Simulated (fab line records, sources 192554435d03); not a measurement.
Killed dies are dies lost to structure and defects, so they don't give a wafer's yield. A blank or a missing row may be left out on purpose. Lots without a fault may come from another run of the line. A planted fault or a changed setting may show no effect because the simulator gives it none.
Chamber matching | flow n5_finfet | N5_SPACER0_ALD_07 on ald_sin-03: 4 sister chambers
The step deposits SiNx, target thk 2 nm. 20 wafers are shown with their chamber, then 10 later ones without.

WAFERS WITH THEIR CHAMBER
wafer  | chamber | heater_power_w (W)
L074.2 | 0       | 841
L074.3 | 3       | 981
L074.4 | 2       | 812
L076.1 | 3       | 983
L076.2 | 2       | 821
L076.4 | 1       | 798
L080.1 | 3       | 975
L080.2 | 2       | 802
L080.4 | 1       | 828
L085.1 | 3       | 993
L085.3 | 2       | 808
L085.5 | 0       | 840
L087.1 | 0       | 788
L087.3 | 1       | 814
L087.4 | 2       | 811
L090.3 | 0       | 834
L090.4 | 1       | 816
L090.6 | 2       | 846
L092.2 | 3       | 986
L092.3 | 2       | 804

SIGNATURES (means of the wafers above)
reading        | chamber 0 | chamber 1 | chamber 2 | chamber 3 | scatter within a chamber
heater_power_w | 825.75    | 814.00    | 814.86    | 983.60    | 15.7
Rule: a wafer's distance from a chamber is the root of the sum, over the readings, of the square of ((its reading less the chamber's mean) divided by the reading's scatter). The wafer belongs to the nearest chamber; if the next one is less than 2 further off, it can't be placed. The scatter: the root of (the sum of the squares of (reading less its chamber's mean) over the shown wafers, divided by (wafers less chambers)).

WAFERS WITHOUT THEIR CHAMBER
wafer  | heater_power_w (W)
L092.4 | 835
L093.1 | 800
L093.2 | 1015
L093.4 | 787
L095.2 | 811
L095.3 | 840
L095.4 | 1004
L096.3 | 802
L096.5 | 789
L096.6 | 829

WHICH CHAMBER EACH WENT THROUGH
wafer  | from the rows above          | in truth
L092.4 | can't be placed: 0 or 2 or 1 | 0
L093.1 | can't be placed: 1 or 2 or 0 | 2
L093.2 | 3                            | 3
L093.4 | can't be placed: 1 or 2 or 0 | 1
L095.2 | can't be placed: 1 or 2 or 0 | 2
L095.3 | can't be placed: 0 or 2 or 1 | 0
L095.4 | 3                            | 3
L096.3 | can't be placed: 1 or 2 or 0 | 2
L096.5 | can't be placed: 1 or 2 or 0 | 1
L096.6 | can't be placed: 0 or 2 or 1 | 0
Placed correctly: 2 of 10. Can't be placed from these rows: 8 (the true chamber is among the candidates in 8). Placed wrongly: 0.
